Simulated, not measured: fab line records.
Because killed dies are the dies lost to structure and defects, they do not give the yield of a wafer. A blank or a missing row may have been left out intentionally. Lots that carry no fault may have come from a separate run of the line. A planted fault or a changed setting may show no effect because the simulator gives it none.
One fault through the eyes of 2 desks + flow nand_harc + each desk holds nothing but its own numbers, with what lay behind them at the end

## FROM THE METROLOGY DESK
What the gauges read, lot by lot, whatever tool the lot ran on: means of the sampled wafers that have a number. Marked OUT: a lot whose mean sits more than 4 standard deviations from the usual mean, which makes it out of limits; the brackets give that distance.
Columns: A = cd_nm at NHARC_P_STI_CD_MEAS_09, usual 199.3 nm
| lot  | first seen here | A     |
|------|-----------------|-------|
| L984 | day 2 20:16     | 199.1 |
| L986 | day 3 15:53     | 199.9 |
| L987 | day 4 01:38     | 199.1 |
| L988 | day 4 12:22     | 197.9 |
| L990 | day 5 07:20     | 200.0 |
| L993 | day 6 15:09     | 199.3 |
| L999 | day 9 02:57     | 200.4 |
| L103 | day 10 18:28    | 198.0 |
| L104 | day 11 04:29    | 199.9 |
| L105 | day 11 14:24    | 201.2 |
| L106 | day 12 01:10    | 200.3 |
This desk's verdict: no lot among the 11 shows anything out of limits.

## DESK OF THE TOOL OWNER: implanter-01
NHARC_P_ZERO_WELL_IMPLANT_55, tool's own readings: per-lot mean of the sampled wafers with a number, covering each lot this tool ran. Marked OUT: a lot whose mean sits more than 4 standard deviations from the usual mean, which makes it out of limits; the brackets give that distance.
Columns: A = beam_energy_keV at NHARC_P_ZERO_WELL_IMPLANT_55, usual 180.00; B = beam_on_s at NHARC_P_ZERO_WELL_IMPLANT_55, usual 10.02 s
| lot  | first seen here | A      | B     |
|------|-----------------|--------|-------|
| L986 | day 2 21:51     | 180.06 | 10.16 |
| L987 | day 3 08:10     | 180.04 | 10.01 |
| L999 | day 8 08:20     | 180.01 | 9.96  |
| L103 | day 9 23:56     | 180.01 | 9.93  |
| L104 | day 10 11:55    | 179.98 | 10.06 |
This desk's verdict: no lot among the 5 shows anything out of limits.

## PUT TOGETHER
At the metrology desk, nothing out of limits was observed.
The desk of the tool owner found nothing out of limits.

## WHAT HAD BEEN PUT IN BY THE SIMULATOR
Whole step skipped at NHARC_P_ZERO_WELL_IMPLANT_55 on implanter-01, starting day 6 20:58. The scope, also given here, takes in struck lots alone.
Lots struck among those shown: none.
